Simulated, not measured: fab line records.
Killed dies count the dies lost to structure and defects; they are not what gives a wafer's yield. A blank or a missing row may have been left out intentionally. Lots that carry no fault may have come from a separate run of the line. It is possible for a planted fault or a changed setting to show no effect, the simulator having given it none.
Lot-split experiment ; flow n5Finfet ; route with 1938 steps; 7 lots, 39 wafers read

## ON THE SPLIT
At N5_MOL_CONTACT_COAG_ALD_131 (deposits SiO2, target thk 5 nm, pulse time 1 s, co reactant pulse time 1 s), the setting aldCycles was moved away from the recipe's 35 on 15 of the 39 wafers read, by -11.4% to +14.3%. For the rest of the wafers, this setting stayed at what the recipe calls for.

The reading comes from the split's own step.

## THE READING
SiO2_of_MOL_CONTACT_COAG_ALD_131.thkNm (the simulator's own value, which no gauge read), in nm, at N5_MOL_CONTACT_COAG_ALD_131 (deposits SiO2, target thk 5 nm, pulse time 1 s, co reactant pulse time 1 s). The file gives no usual value for it.

wafer;tool, chamber at the split;aldCycles as run;against the recipe;SiO2_of_MOL_CONTACT_COAG_ALD_131.thkNm, nm;against lot-mates on the recipe
L075.1;aldSin-01, 0,2,0;31;-11.4%;4.4;-0.6
L075.2;aldSin-01, 0,2,0;31;-11.4%;4.4;-0.6
L075.6;aldSin-01, 0,2,0;31;-11.4%;4.4;-0.6
L075.3;aldSin-01, 3,1,1;35;recipe;5;-
L075.4;aldSin-01, 3,1,1;35;recipe;5;-
L075.5;aldSin-01, 3,1,1;35;recipe;5;-
L079.2;aldSin-01, 1,0,3;35;recipe;5;-
L079.3;aldSin-01, 1,0,3;35;recipe;5;-
L079.4;aldSin-01, 1,0,3;35;recipe;5;-
L081.1;aldSin-04, 1,2,3,1,3,2;35;recipe;5;-
L081.2;aldSin-04, 1,2,3,1,3,2;35;recipe;5;-
L081.3;aldSin-04, 1,2,3,1,3,2;35;recipe;5;-
L081.4;aldSin-04, 1,2,3,1,3,2;35;recipe;5;-
L081.5;aldSin-04, 1,2,3,1,3,2;35;recipe;5;-
L081.6;aldSin-04, 1,2,3,1,3,2;35;recipe;5;-
L088.1;aldSin-04, 1,3,1;35;recipe;5;-
L088.2;aldSin-04, 1,3,1;35;recipe;5;-
L088.4;aldSin-04, 1,3,1;35;recipe;5;-
L088.3;aldSin-04, 2;40;+14.3%;5.6;+0.6
L088.5;aldSin-04, 2,3;40;+14.3%;5.8;+0.8
L088.6;aldSin-04, 2,3;40;+14.3%;5.8;+0.8
L094.1;aldSin-04, 1,3,0;35;recipe;5;-
L094.2;aldSin-04, 1,3,0;35;recipe;5;-
L094.4;aldSin-04, 1,3,0;35;recipe;5;-
L094.3;aldSin-04, 2,1,0;32;-8.6%;4.6;-0.4
L094.5;aldSin-04, 2,1,0;32;-8.6%;4.6;-0.4
L094.6;aldSin-04, 2,1,0;32;-8.6%;4.6;-0.4
L095.1;aldSin-02, 0,1,1;35;recipe;5;-
L095.3;aldSin-02, 0,1,1;35;recipe;5;-
L095.6;aldSin-02, 0,1,1;35;recipe;5;-
L095.2;aldSin-02, 2,3,2;38;+8.6%;5.4;+0.4
L095.4;aldSin-02, 2,3,2;38;+8.6%;5.4;+0.4
L095.5;aldSin-02, 2,3,2;38;+8.6%;5.4;+0.4
L096.1;aldSin-04, 0,3,2;35;recipe;5;-
L096.2;aldSin-04, 0,3,2;35;recipe;5;-
L096.6;aldSin-04, 0,3,2;35;recipe;5;-
L096.3;aldSin-04, 1,2,1;31;-11.4%;4.4;-0.6
L096.4;aldSin-04, 1,2,1;31;-11.4%;4.4;-0.6
L096.5;aldSin-04, 1,2,1;31;-11.4%;4.4;-0.6
Where a row lists several chambers, the file gives one row for several wafers and doesn't say which wafer went through which chamber.

THE FIT
A straight line over all 39 wafers: SiO2_of_MOL_CONTACT_COAG_ALD_131.thkNm changes by +0.0507 nm for each +1% of aldCycles; r = +1.00; the points scatter about the line by 0.031 nm.
The same after taking each lot's own level away (the mean of its wafers on the recipe; 39 wafers): +0.0507 nm for each +1%; r = +1.00; scatter 0.031 nm.
On that fit, the largest move of aldCycles shifts the reading by 0.72 nm.
The lots' own levels span 5.00 to 5.00 nm.
The two slopes are in agreement: the lot-to-lot level therefore moves the slope only a little.
Check: for one of the wafers moved furthest among these (+14.3%), held out of the fit, the line's prediction against its lot-mates is +0.743 nm. Against them it came out at +0.6 nm.

## OTHER SPLITS APPLIED TO THESE WAFERS
Other splits were also applied to these wafers ahead of the reading. Each is held against what the fit with the lots' levels taken away leaves over:
other split on the same wafers;wafers away from the commonest value;r with SiO2_of_MOL_CONTACT_COAG_ALD_131.thkNm (lot level and that fit taken away)
N5_FIN_SAQP_SPACER1_ALD_24 aldCycles;15;+0.06
N5_FIN_CUT_ETCH_21 biasW;9;-0.02
N5_DUMMY_GATE_ETCH_37 sourceW;12;-0.31
N5_HKMG_FIN_ETCH_58 biasW;18;-0.07

## FILE'S OWN FIT
SiO2_of_MOL_CONTACT_COAG_ALD_131.thkNm changes by +0.0507 nm for each +1% of aldCycles, r = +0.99.
